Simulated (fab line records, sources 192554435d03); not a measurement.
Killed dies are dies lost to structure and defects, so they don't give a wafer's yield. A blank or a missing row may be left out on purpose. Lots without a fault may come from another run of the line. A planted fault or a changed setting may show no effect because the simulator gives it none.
Chamber matching | flow n5_finfet | N5_BEOL_M0_SAQP_PECVD_00 on pecvd-03: 3 sister chambers
The step deposits SiCN from 3MS/NH3, target thk 8 nm, time 14 s. 6 wafers are shown with their chamber, then 7 later ones without.

WAFERS WITH THEIR CHAMBER
wafer  | chamber | throttle_valve_pct (%) | rf_fwd_power_W (W)
L077.4 | 0       | 10.2                   | 199.0
L081.6 | 0       | 10.4                   | 200.0
L082.4 | 1       | 9.8                    | 198.6
L082.6 | 2       | 8.2                    | 200.0
L085.2 | 1       | 9.8                    | 198.9
L085.4 | 2       | 8.6                    | 200.0

WAFERS WITHOUT THEIR CHAMBER
wafer  | throttle_valve_pct (%) | rf_fwd_power_W (W)
L085.6 | 10.2                   | 198.9
L094.3 | 8.5                    | 199.8
L094.4 | 10.1                   | 199.7
L094.5 | 8.4                    | 199.8
L095.1 | 9.9                    | 198.7
L095.3 | 8.6                    | 199.7
L095.4 | 8.5                    | 199.0

WHICH CHAMBER EACH WENT THROUGH
wafer  | from the rows above     | in truth
L085.6 | can't be placed: 0 or 1 | 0
L094.3 | 2                       | 2
L094.4 | can't be placed: 0 or 1 | 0
L094.5 | 2                       | 2
L095.1 | 1                       | 1
L095.3 | 2                       | 2
L095.4 | 2                       | 2
Placed correctly: 5 of 7. Can't be placed from these rows: 2 (the true chamber is among the candidates in 2). Placed wrongly: 0.
How it was worked out, from the rows above alone: a wafer's distance from a chamber is the root of the sum, over the readings, of the square of ((its reading less the chamber's mean) divided by the reading's scatter). The wafer belongs to the nearest chamber; if the next one is less than 2 further off, it can't be placed. A chamber's mean is the mean of its shown wafers. The scatter: the root of (the sum of the squares of (reading less its chamber's mean) over the shown wafers, divided by (wafers less chambers)).
